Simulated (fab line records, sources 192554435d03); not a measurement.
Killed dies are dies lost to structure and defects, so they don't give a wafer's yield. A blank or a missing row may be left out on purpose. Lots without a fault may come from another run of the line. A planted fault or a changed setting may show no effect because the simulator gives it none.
Split-lot experiment | flow n5_finfet | 7 lots, 21 wafers read, on a route of 1938 steps

THE SPLIT
At N5_BEOL_M5_ETCH_62 (etches SOC in N2/H2, target depth 75 nm, overetch 15 nm, time 112.5 s), the setting source_w was moved away from the recipe's 840 W on 9 of the 21 wafers read, by -10.7% to +17.2%. The other wafers ran this setting at the recipe's value.

The reading is taken at the split's own step.

THE READING
rf_vpp_V, in V, at N5_BEOL_M5_ETCH_62 (etches SOC in N2/H2, target depth 75 nm, overetch 15 nm, time 112.5 s). Fault-free wafers of this fab line usually give 524.7 V, standard deviation 2.6 V.

wafer  | tool, chamber at the split | source_w as run, W | against the recipe | rf_vpp_V, V | against lot-mates on the recipe
L075.1 | rie_diel-02, 2             | 840                | recipe             | 521.5       | -
L075.2 | rie_diel-02, 1             | 840                | recipe             | 527.7       | -
L075.3 | rie_diel-02, 0             | 840                | recipe             | 527.2       | -
L076.3 | rie_diel-02, 0             | 984.2              | +17.2%             | 499.7       | -26.6
L076.4 | rie_diel-02, 1             | 840                | recipe             | 525.0       | -
L076.6 | rie_diel-02, 0             | 840                | recipe             | 527.5       | -
L081.1 | rie_diel-02, 0             | 840                | recipe             | 527.7       | -
L081.2 | rie_diel-02, 3             | 765.2              | -8.9%              | 545.5       | +17.8
L081.3 | rie_diel-02, 2             | 765.2              | -8.9%              | 537.4       | +9.7
L083.1 | rie_diel-06, 1             | 840                | recipe             | 525.5       | -
L083.2 | rie_diel-06, 2             | 840                | recipe             | 524.0       | -
L083.3 | rie_diel-06, 3             | 840                | recipe             | 528.1       | -
L086.3 | rie_diel-06, 1             | 947                | +12.7%             | 504.7       | no lot-mate on the recipe
L086.4 | rie_diel-06, 3             | 947                | +12.7%             | 507.5       | no lot-mate on the recipe
L086.6 | rie_diel-06, 2             | 947                | +12.7%             | 503.9       | no lot-mate on the recipe
L089.1 | rie_diel-03, 2             | 980.2              | +16.7%             | 495.7       | -28.2
L089.3 | rie_diel-03, 3             | 840                | recipe             | 523.2       | -
L089.4 | rie_diel-03, 1             | 840                | recipe             | 524.5       | -
L090.4 | rie_diel-03, 0             | 750                | -10.7%             | 542.3       | +21.9
L090.5 | rie_diel-03, 3             | 750                | -10.7%             | 541.7       | +21.3
L090.6 | rie_diel-03, 2             | 840                | recipe             | 520.4       | -

THE FIT
A straight line over all 21 wafers: rf_vpp_V changes by -1.62 V for each +1% of source_w; r = -0.98; the points scatter about the line by 2.6 V.
The same after taking each lot's own level away (the mean of its wafers on the recipe; 18 wafers): -1.7 V for each +1%; r = -0.98; scatter 2.5 V.
On that fit, the largest move of source_w shifts the reading by 29 V.
The lots' own levels span 520.40 to 527.70 V, that is 2.8 times the standard deviation above.
So the lot-to-lot level changes the slope little: the two slopes agree.
Check: with one of the wafers moved furthest among these (+17.2%) left out of the fit, the line predicts -30.1 V for it against its lot-mates. It came out at -26.6 V against them.
Tool readings at the split's step, against how far the setting was moved: rf_vpp_V r = -0.98.

THE FILE'S OWN FIT
rf_vpp_V changes by -1.67 V for each +1% of source_w, r = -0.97.
